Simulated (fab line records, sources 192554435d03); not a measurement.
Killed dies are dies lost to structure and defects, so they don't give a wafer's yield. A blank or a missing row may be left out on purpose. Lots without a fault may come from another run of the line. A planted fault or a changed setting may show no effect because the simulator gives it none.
A struck lot beside a sound one | flow n5_finfet | 41 steps out of a route of 1938
Sound: wafers L851.1, L851.4, L851.6. Struck: wafer L852.6. (L852.4, L852.5 of the same lot were not struck and are left out.) The cause comes at the end.
At each step with rows: each side's tool, then ch and its chambers, then its first start. Under that, the readings that differ: sound wafers | struck wafers | difference of the means | sigmas: that difference in standard deviations of wafers without a fault.
alike: readings whose means differ by less than 2 such deviations, and words and numbers that are the same on both sides. not compared: withheld readings, readings that some wafer has no value for, bounds like >300 that may hide the same value, and numbers for which the record gives no deviation and whose values overlap.
The two part at a step that has a row with sigmas, a row that says differs or no value, or rows on one side only. Numbers that don't overlap but have no deviation are shown without sigmas and don't part them. A reading that every wafer of one side lacks parts them only if that side has two wafers or more.

first, 9 steps without rows for these wafers: N5_BEOL_M0_SAQP_EXPOSE_11 (exposes mask M0 CORE, target cd 42 nm); N5_BEOL_M0_SAQP_PEB_12 (peb time 60 s); N5_BEOL_M0_SAQP_DEVELOP_13 (develop time 30 s); N5_BEOL_M0_SAQP_DESCUM_19 (chemistry O2, time 7.9 s); N5_BEOL_M0_SAQP_ETCH_83 (etches SiARC in CF4, target depth 39 nm, time 65 s); N5_BEOL_M0_SAQP_ETCH_84 (etches SOC in N2/H2, target depth 100 nm, overetch 20 nm, time 150 s); N5_BEOL_M0_SAQP_STRIP_80 (strips in N2/H2); N5_BEOL_M0_SAQP_HM_OPEN_112 (chemistry CHF3/O2, target SiO2, stops on a-Si, target depth 12 nm, time 13.5 s); N5_BEOL_M0_SAQP_STRIP_113 (strips in CHF3/O2).
N5_BEOL_M0_SAQP_MANDREL_ETCH_20: etches a-Si in HBr/Cl2, stops on SiNx, target depth 60 nm, bt time 10 s, time 30 s.
  sound on rie_si-02 ch 1,3, day 6 08:19; struck on rie_si-02 ch 3, day 6 12:06
  alike: bias_w, drypump_motor_current_A, oes_product_au, throttle_valve_pct
  not compared: rf_hours_counter_h
then, 27 steps without rows for these wafers: N5_BEOL_M0_SAQP_STRIP_86 (strips in N2/H2); N5_BEOL_M0_SAQP_STRIP_115 (strips in post etch residue remover, time 60 s); N5_BEOL_M0_SAQP_SRD_93 (time 30 s); N5_BEOL_M0_SAQP_RECESS_114 (chemistry HF/NH3, target SiO2, target depth 14.4 nm, afs cycles 3, sublimation time 60 s); N5_BEOL_M0_SAQP_SPACER1_ALD_98 (deposits SiO2, target thk 12.8 nm, pulse time 1 s, purge time 2 s); N5_BEOL_M0_SAQP_SPACER1_ETCHBACK_99 (etches SiO2 in CHF3/O2, target depth 15.4 nm, time 7.7 s); N5_BEOL_M0_SAQP_MANDREL1_REMOVE_100 (chemistry HBr/Cl2/O2, target a-Si, stops on SiNx, bt time 10 s); N5_BEOL_M0_SAQP_ETCH_101 (etches SiNx in CH3F/O2, target depth 29.9 nm, time 42.7 s); N5_BEOL_M0_SAQP_ETCH_102 (etches SiO2 in CF4, target depth 4 nm, time 4.4 s); N5_BEOL_M0_SAQP_MANDREL_ETCH_103 (etches a-Si in HBr/Cl2, stops on SiCN, target depth 45 nm, bt time 10 s, time 27 s); N5_BEOL_M0_SAQP_RECESS_104 (chemistry HF/NH3, target SiO2, target depth 18 nm, afs cycles 3, sublimation time 60 s); N5_BEOL_M0_SAQP_COAT_105 (time 60 s, resist thk 100 nm); N5_BEOL_M0_SAQP_ETCH_106 (etches SOC in N2/H2, stops on SiNx, target depth 150 nm); N5_BEOL_M0_SAQP_ETCH_107 (etches SiNx in CH3F/O2, target depth 30 nm); N5_BEOL_M0_SAQP_STRIP_108 (strips in N2/H2); N5_BEOL_M0_SAQP_RECESS_109 (chemistry HF/NH3, target SiO2, target depth 3 nm, afs cycles 1, sublimation time 60 s); N5_BEOL_M0_SAQP_SPACER2_ALD_26 (deposits SiO2, target thk 15 nm, pulse time 1 s, purge time 2 s); N5_BEOL_M0_SAQP_SPACER2_ETCHBACK_27 (etches SiO2 in CHF3/O2, target depth 22.5 nm, time 11.25 s); N5_BEOL_M0_SAQP_MANDREL2_REMOVE_110 (chemistry HBr/Cl2/O2, target a-Si, stops on SiCN, bt time 10 s); N5_BEOL_M0_SAQP_COAT_69 (time 60 s, resist thk 90 nm); N5_BEOL_M0_SAQP_COAT_72 (time 60 s, resist thk 15 nm); N5_BEOL_M0_SAQP_COAT_87 (time 60 s, resist thk 5 nm); N5_BEOL_M0_SAQP_COAT_34 (resist thk 30 nm); N5_BEOL_M0_SAQP_EBR_36; N5_BEOL_M0_SAQP_SOFTBAKE_35 (time 60 s); N5_BEOL_M0_SAQP_EXPOSE_37 (exposes mask M0 CUT1, target cd 30 nm); N5_BEOL_M0_SAQP_PEB_38 (peb time 60 s).
N5_BEOL_M0_SAQP_INSPECT_42: inspects for defects (brightfield).
  sound on defect_inspect-01, day 6 11:56; struck on defect_inspect-01, day 6 15:32
  alike: raw_defect_count
N5_BEOL_M0_CUTY_INSPECT_59: inspects for defects (macro).
  sound on defect_inspect-01, day 6 13:20; struck on defect_inspect-01, day 6 16:52
  reading          | sound | struck | difference | sigmas
  raw_defect_count | 1 1 2 | >300   | differs    |
-- the record jumps here: 2 days lie between the struck wafers' starts before and after (it left off in module BEOL_M0_CUTY and takes up again in module BEOL_M4, whose first step shown is number 1111 of the route) --
N5_BEOL_M4_RC_MEAS_101:
  sound on prober-02 ch 0, day 8 15:08; struck on prober-02 ch 0, day 9 01:14
  reading       | sound          | struck | difference | sigmas
  SS_P (mV/dec) | 75.1 73.3 72.7 | 75.2   | +1.5       | +2
  VT_N (mV)     | 245 249 255    | 243    | -7         | -2
  alike: DIBL_N, DIBL_P, IOFF_N, IOFF_P, ION_N, ION_P, SS_N, VT_P
-- the record jumps here: 4 days lie between the struck wafers' starts before and after (it left off in module BEOL_M4 and takes up again in module PASSIVATION, whose first step shown is number 1936 of the route) --
N5_PASSIVATION_PROBE_49:
  sound on prober-01, day 12 19:47; struck on prober-02, day 13 12:32
  reading                  | sound          | struck | difference | sigmas
  defect_limited_yield (%) | 91.4 90.8 91.0 | 84.2   | -6.9       | -5
  killed_at_M0_to_M3       | 34 48 32       | 127    | +89        | +9
  killed_dies              | 101 109 106    | 186    | +81        | +5
  sort_bin_5_function (%)  | 5.5 4.4 5.4    | 10.6   | +5.5       | +6
  sort_n_pass              | 1079 1071 1074 | 994    | -81        | -5
  sort_yield_pct (%)       | 91.4 90.8 91.0 | 84.2   | -6.9       | -5
  alike: killed_at_M4_up, killed_at_contacts, killed_at_front_end, killed_at_other, killed_open, killed_short, sort_bin_6_memory

WHERE THEY PART
First at N5_BEOL_M0_CUTY_INSPECT_59; last, within this record, at N5_PASSIVATION_PROBE_49.

WHY: what the simulator had put in
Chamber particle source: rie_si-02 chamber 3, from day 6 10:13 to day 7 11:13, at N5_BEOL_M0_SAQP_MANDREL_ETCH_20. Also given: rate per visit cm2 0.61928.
